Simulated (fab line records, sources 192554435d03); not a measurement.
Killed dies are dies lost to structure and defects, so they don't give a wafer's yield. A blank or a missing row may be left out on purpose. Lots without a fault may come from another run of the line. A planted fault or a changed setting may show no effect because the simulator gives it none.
Split-lot experiment | flow n5_finfet | 7 lots, 21 wafers read, on a route of 1938 steps

THE SPLIT
At N5_MOL_CONTACT_COAG_VIA_ETCH_46 (etches SiO2 in C4F6/O2, target depth 46 nm, overetch 9.2 nm, time 40 s), the setting bias_w was moved away from the recipe's 455 W on 9 of the 21 wafers read, by -16.6% to +13.0%. The other wafers ran this setting at the recipe's value.

The reading is taken at the split's own step.

THE READING
rf_vpp_V, in V, at N5_MOL_CONTACT_COAG_VIA_ETCH_46 (etches SiO2 in C4F6/O2, target depth 46 nm, overetch 9.2 nm, time 40 s). Fault-free wafers of this fab line usually give 1574 V, standard deviation 31 V.

wafer  | tool, chamber at the split | bias_w as run, W | against the recipe | rf_vpp_V, V | against lot-mates on the recipe
L078.1 | rie_diel-06, 0             | 455              | recipe             | 1541        | -
L078.2 | rie_diel-06, 2             | 405.1            | -11.0%             | 1413        | -130
L078.6 | rie_diel-06, 2             | 455              | recipe             | 1545        | -
L080.1 | rie_diel-06, 2             | 455              | recipe             | 1542        | -
L080.2 | rie_diel-06, 1             | 455              | recipe             | 1571        | -
L080.6 | rie_diel-06, 2             | 514.1            | +13.0%             | 1691        | +134
L092.1 | rie_diel-05, 1             | 399.5            | -12.2%             | 1470        | -120
L092.3 | rie_diel-05, 3             | 455              | recipe             | 1565        | -
L092.4 | rie_diel-05, 2             | 455              | recipe             | 1615        | -
L093.2 | rie_diel-05, 3             | 455              | recipe             | 1563        | -
L093.5 | rie_diel-05, 1             | 455              | recipe             | 1619        | -
L093.6 | rie_diel-05, 2             | 385.8            | -15.2%             | 1427        | -164
L094.3 | rie_diel-02, 2             | 488.9            | +7.5%              | 1637        | no lot-mate on the recipe
L094.4 | rie_diel-02, 0             | 488.9            | +7.5%              | 1658        | no lot-mate on the recipe
L094.5 | rie_diel-02, 1             | 488.9            | +7.5%              | 1655        | no lot-mate on the recipe
L096.1 | rie_diel-06, 0             | 455              | recipe             | 1539        | -
L096.5 | rie_diel-06, 1             | 455              | recipe             | 1571        | -
L096.6 | rie_diel-06, 2             | 455              | recipe             | 1542        | -
L097.2 | rie_diel-05, 2             | 455              | recipe             | 1616        | -
L097.4 | rie_diel-05, 3             | 379.4            | -16.6%             | 1364        | -252
L097.5 | rie_diel-05, 3             | 379.4            | -16.6%             | 1364        | -252

THE FIT
A straight line over all 21 wafers: rf_vpp_V changes by +11 V for each +1% of bias_w; r = +0.96; the points scatter about the line by 28 V.
The same after taking each lot's own level away (the mean of its wafers on the recipe; 18 wafers): +12.6 V for each +1%; r = +0.97; scatter 25 V.
On that fit, the largest move of bias_w shifts the reading by 2.1e+02 V.
The lots' own levels span 1543.0 to 1616.0 V, that is 2.4 times the standard deviation above.
So the lot-to-lot level changes the slope: the two fits differ.
Check: with one of the wafers moved furthest among these (-16.6%) left out of the fit, the line predicts -199 V for it against its lot-mates. It came out at -252 V against them.
Tool readings at the split's step, against how far the setting was moved: rf_vpp_V r = +0.96.

THE FILE'S OWN FIT
rf_vpp_V changes by +12 V for each +1% of bias_w, r = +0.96.
